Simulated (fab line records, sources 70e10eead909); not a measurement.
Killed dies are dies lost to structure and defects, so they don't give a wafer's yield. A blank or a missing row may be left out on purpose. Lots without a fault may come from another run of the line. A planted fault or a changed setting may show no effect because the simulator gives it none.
Which tool did it? | flow nand_harc | 14 lots, 42 wafers sampled, at 1 step of a route of 1302

WHAT THE GAUGES READ, wafer by wafer
NHARC_P_CONTACT_INSPECT_27.
lot  | measured     | on                | raw_defect_count
L346 | day 6 14:02  | defect_inspect-02 | 314 160 395
L348 | day 7 02:02  | defect_inspect-02 | 119 193 136
L353 | day 8 20:10  | defect_inspect-01 | 324 362 286
L357 | day 10 14:47 | defect_inspect-01 | 296 253 240
L358 | day 10 20:47 | defect_inspect-01 | 313 377 237
L359 | day 12 00:19 | defect_inspect-01 | 414 345 318
L361 | day 12 01:19 | defect_inspect-02 | 224 326 296
L362 | day 12 20:23 | defect_inspect-02 | 253 260 239
L363 | day 13 01:01 | defect_inspect-02 | 191 214 184
L364 | day 13 11:25 | defect_inspect-01 | 485 491 641
L366 | day 14 15:01 | defect_inspect-02 | 673 319 530
L367 | day 14 19:26 | defect_inspect-02 | 261 329 275
L368 | day 15 00:38 | defect_inspect-02 | 278 349 518
L369 | day 15 14:58 | defect_inspect-01 | 180 205 248

WHICH TOOL RAN EACH LOT (tool, then ch and the chambers of the sampled wafers, then the start)
The record holds no process step before these readings.

WHAT THE TOOLS THEMSELVES READ (means of the sampled wafers that have a number; where no wafer has one, the mark that the record gives instead)
The record holds no such reading with a usual standard deviation.

THE ANSWER, worked out from the rows above alone
Rule: what is usual is taken from the lots themselves. Put in order of their means at a reading, lots are off if they are a third of the lots or fewer, leave a main group of 4 or more, and stand apart from it by a gap of 3 or more times the standard deviation of the main group's means; of several such gaps the widest counts. A main group whose means are all the same, to the digits that the tables above print for the reading, isn't used. A lot without any number at a reading at which 4 lots or more have one is off too. The other lots that the step has rows for count as sound. The gauges are gone through in route order, then the tools' own readings, and for those a lot's mean is taken as printed above. The first step at which some lot is off is used, and at that step the reading that is off furthest; a lot without a number counts as furthest.
No lot is off at any reading shown: from this, nothing can be told.

WHAT THE SIMULATOR HAD PUT IN
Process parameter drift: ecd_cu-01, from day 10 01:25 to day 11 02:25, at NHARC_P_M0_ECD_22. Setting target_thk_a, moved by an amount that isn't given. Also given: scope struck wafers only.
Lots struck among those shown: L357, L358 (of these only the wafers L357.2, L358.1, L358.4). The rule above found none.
